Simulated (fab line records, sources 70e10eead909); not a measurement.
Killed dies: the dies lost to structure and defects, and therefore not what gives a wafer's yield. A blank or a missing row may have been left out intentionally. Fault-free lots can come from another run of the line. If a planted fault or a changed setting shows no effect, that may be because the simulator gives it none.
What tool caused it? / flow nand_harc / 42 wafers from 14 lots sampled at 5 of the route's 1302 steps

== WHAT THE GAUGES SHOWED, per wafer ==
NHARC_P_BONDPAD_INSPECT_23. Usual: raw_defect_count 311, standard deviation 110.
lot=L881; measured=day 6 17:35; on=defect_inspect-02; raw_defect_count=666 462 286; flag=
lot=L883; measured=day 7 10:29; on=defect_inspect-01; raw_defect_count=495 614 505; flag=
lot=L885; measured=day 8 11:58; on=defect_inspect-02; raw_defect_count=560 360 495; flag=
lot=L886; measured=day 8 17:14; on=defect_inspect-02; raw_defect_count=230 169 230; flag=
lot=L887; measured=day 9 04:53; on=defect_inspect-02; raw_defect_count=171 400 310; flag=
lot=L888; measured=day 9 12:41; on=defect_inspect-02; raw_defect_count=533 433 322; flag=
lot=L889; measured=day 10 02:47; on=defect_inspect-02; raw_defect_count=234 496 212; flag=
lot=L891; measured=day 11 01:32; on=defect_inspect-02; raw_defect_count=197 378 346; flag=
lot=L898; measured=day 13 15:25; on=defect_inspect-01; raw_defect_count=159 293 180; flag=
lot=L899; measured=day 14 03:56; on=defect_inspect-01; raw_defect_count=294 293 343; flag=
lot=L900; measured=day 14 14:56; on=defect_inspect-01; raw_defect_count=290 292 305; flag=
lot=L901; measured=day 14 21:44; on=defect_inspect-01; raw_defect_count=406 351 318; flag=
lot=L903; measured=day 15 19:58; on=defect_inspect-02; raw_defect_count=333 216 365; flag=
lot=L904; measured=day 16 03:17; on=defect_inspect-01; raw_defect_count=411 413 278; flag=

NHARC_A_SOURCE_PLATE_THK_MEAS_09: measures by ellipsometry. Usual: thk_nm 9.9 nm, standard deviation 1.1.
lot=L881; measured=day 7 03:14; on=film_metro-02; thk_nm (nm)=10.3 9.9 10.9; flag=
lot=L883; measured=day 7 18:09; on=film_metro-02; thk_nm (nm)=9.2 9.8 10.1; flag=
lot=L885; measured=day 8 22:05; on=film_metro-02; thk_nm (nm)=10.1 11.5 12.7; flag=
lot=L886; measured=day 9 04:10; on=film_metro-02; thk_nm (nm)=8.0 10.5 10.1; flag=
lot=L887; measured=day 9 14:25; on=film_metro-02; thk_nm (nm)=10.1 9.4 10.0; flag=
lot=L888; measured=day 9 22:52; on=film_metro-02; thk_nm (nm)=12.1 9.0 9.8; flag=
lot=L889; measured=day 10 12:56; on=film_metro-02; thk_nm (nm)=11.2 9.3 10.3; flag=
lot=L891; measured=day 11 13:31; on=film_metro-01; thk_nm (nm)=10.8 10.3 9.6; flag=
lot=L898; measured=day 14 01:26; on=film_metro-02; thk_nm (nm)=9.2 7.8 11.1; flag=
lot=L899; measured=day 14 14:59; on=film_metro-01; thk_nm (nm)=9.2 9.9 8.9; flag=
lot=L900; measured=day 15 00:23; on=film_metro-01; thk_nm (nm)=10.5 9.1 10.8; flag=
lot=L901; measured=day 15 07:49; on=film_metro-01; thk_nm (nm)=9.6 9.3 7.9; flag=
lot=L903; measured=day 16 06:00; on=film_metro-01; thk_nm (nm)=12.3 10.1 11.1; flag=
lot=L904; measured=day 16 14:45; on=film_metro-01; thk_nm (nm)=7.7 8.0 11.9; flag=

NHARC_A_ONON_D1_THK_MEAS_11: measures by ellipsometry. Usual: thk_nm 1000 nm, standard deviation 10.
lot=L881; measured=day 7 18:02; on=film_metro-01; thk_nm (nm)=994 992 993; flag=
lot=L883; measured=day 8 09:22; on=film_metro-02; thk_nm (nm)=1013 1013 1011; flag=
lot=L885; measured=day 9 13:26; on=film_metro-01; thk_nm (nm)=1012 1013 1010; flag=
lot=L886; measured=day 9 22:51; on=film_metro-01; thk_nm (nm)=1021 1021 1019; flag=
lot=L887; measured=day 10 05:21; on=film_metro-01; thk_nm (nm)=995 997 995; flag=
lot=L888; measured=day 10 13:37; on=film_metro-02; thk_nm (nm)=1011 1011 1012; flag=
lot=L889; measured=day 11 04:16; on=film_metro-02; thk_nm (nm)=601 602 600; flag=OFF
lot=L891; measured=day 12 04:21; on=film_metro-02; thk_nm (nm)=577 577 577; flag=OFF
lot=L898; measured=day 14 13:58; on=film_metro-01; thk_nm (nm)=1003 1001 1001; flag=
lot=L899; measured=day 15 06:16; on=film_metro-01; thk_nm (nm)=1011 1013 1013; flag=
lot=L900; measured=day 15 15:10; on=film_metro-02; thk_nm (nm)=980 978 979; flag=
lot=L901; measured=day 16 00:29; on=film_metro-02; thk_nm (nm)=1004 1005 1007; flag=
lot=L903; measured=day 16 22:17; on=film_metro-01; thk_nm (nm)=986 987 988; flag=
lot=L904; measured=day 17 05:32; on=film_metro-01; thk_nm (nm)=1006 1008 1005; flag=

NHARC_END_SORT_01. Usual: killed_at_array 56, standard deviation 19; killed_at_other 0.6, standard deviation 1; killed_at_periphery 3.9, standard deviation 2.7; killed_dies 61, standard deviation 19; killed_open 3.3, standard deviation 1.9; killed_short 2.4, standard deviation 1.7.
lot=L889; measured=day 27 15:38; on=prober-02; killed_at_array=669 671 675; killed_at_other=0 0 0; killed_at_periphery=8 6 2; killed_dies=677 677 677; killed_open=2 2 5; killed_short=3 0 4; flag=OFF
lot=L891; measured=day 28 18:31; on=prober-02; killed_at_array=672 674 673; killed_at_other=2 1 2; killed_at_periphery=3 2 2; killed_dies=677 677 677; killed_open=2 6 2; killed_short=4 5 0; flag=OFF

== EACH LOT AND THE TOOL THAT RAN IT (in order: tool; ch and the chambers of the sampled wafers; start) ==
lot=L881; NHARC_A_ONON_D1_DEP_09=pecvd_onon-02 ch 0, day 7 17:32
lot=L883; NHARC_A_ONON_D1_DEP_09=pecvd_onon-03 ch 0, day 8 08:52
lot=L885; NHARC_A_ONON_D1_DEP_09=pecvd_onon-01 ch 0, day 9 12:56
lot=L886; NHARC_A_ONON_D1_DEP_09=pecvd_onon-02 ch 0, day 9 22:23
lot=L887; NHARC_A_ONON_D1_DEP_09=pecvd_onon-02 ch 0, day 10 04:50
lot=L888; NHARC_A_ONON_D1_DEP_09=pecvd_onon-02 ch 0, day 10 13:07
lot=L889; NHARC_A_ONON_D1_DEP_09=pecvd_onon-02 ch 0, day 11 03:53
lot=L891; NHARC_A_ONON_D1_DEP_09=pecvd_onon-02 ch 0, day 12 03:50
lot=L898; NHARC_A_ONON_D1_DEP_09=pecvd_onon-03 ch 0, day 14 13:31
lot=L899; NHARC_A_ONON_D1_DEP_09=pecvd_onon-01 ch 0, day 15 05:49
lot=L900; NHARC_A_ONON_D1_DEP_09=pecvd_onon-01 ch 0, day 15 14:38
lot=L901; NHARC_A_ONON_D1_DEP_09=pecvd_onon-02 ch 0, day 15 23:59
lot=L903; NHARC_A_ONON_D1_DEP_09=pecvd_onon-01 ch 0, day 16 21:47
lot=L904; NHARC_A_ONON_D1_DEP_09=pecvd_onon-01 ch 0, day 17 05:01
- NHARC_A_ONON_D1_DEP_09: target thk 1000 nm.

== AS READ BY THE TOOLS THEMSELVES (means over the sampled wafers that have a number; for cases with no such wafer, the mark the record gives instead) ==
NHARC_A_ONON_D1_DEP_09. Usual: susceptor_temp_C 400.00 C, standard deviation 0.24.
lot=L881; tool=pecvd_onon-02; susceptor_temp_C (C)=399.95; flag=
lot=L883; tool=pecvd_onon-03; susceptor_temp_C (C)=399.63; flag=
lot=L885; tool=pecvd_onon-01; susceptor_temp_C (C)=400.37; flag=
lot=L886; tool=pecvd_onon-02; susceptor_temp_C (C)=399.82; flag=
lot=L887; tool=pecvd_onon-02; susceptor_temp_C (C)=399.81; flag=
lot=L888; tool=pecvd_onon-02; susceptor_temp_C (C)=399.96; flag=
lot=L889; tool=pecvd_onon-02; susceptor_temp_C (C)=400.11; flag=
lot=L891; tool=pecvd_onon-02; susceptor_temp_C (C)=400.33; flag=
lot=L898; tool=pecvd_onon-03; susceptor_temp_C (C)=400.40; flag=
lot=L899; tool=pecvd_onon-01; susceptor_temp_C (C)=400.07; flag=
lot=L900; tool=pecvd_onon-01; susceptor_temp_C (C)=399.76; flag=
lot=L901; tool=pecvd_onon-02; susceptor_temp_C (C)=400.22; flag=
lot=L903; tool=pecvd_onon-01; susceptor_temp_C (C)=399.90; flag=
lot=L904; tool=pecvd_onon-01; susceptor_temp_C (C)=399.87; flag=

== THE ANSWER, worked out from the rows above alone ==
Rule: a lot is off if the mean of its wafers that have a number lies more than 3 standard deviations from the usual mean. A lot without any number at a reading at which 4 lots or more have one is off too. The other lots that the step has rows for count as sound. After the gauges, taken in route order, come the tools' own readings; for these a lot's mean is taken, as printed above. The first step at which some lot is off is used, and at that step the reading that is off furthest; a lot without a number counts as furthest.
Off: L889, L891 (NHARC_A_ONON_D1_THK_MEAS_11, thk_nm).
A tool fits if, at a process step before that reading, it ran every lot that is off, and no sound lot after the first of them. Not tried: the gauges at NHARC_A_ONON_D1_THK_MEAS_11; whatever is off there is also off at NHARC_END_SORT_01, on other tools, and gauge error can't account for it. No candidate that was tried fits.

== WHAT THE SIMULATOR HAD PUT IN ==
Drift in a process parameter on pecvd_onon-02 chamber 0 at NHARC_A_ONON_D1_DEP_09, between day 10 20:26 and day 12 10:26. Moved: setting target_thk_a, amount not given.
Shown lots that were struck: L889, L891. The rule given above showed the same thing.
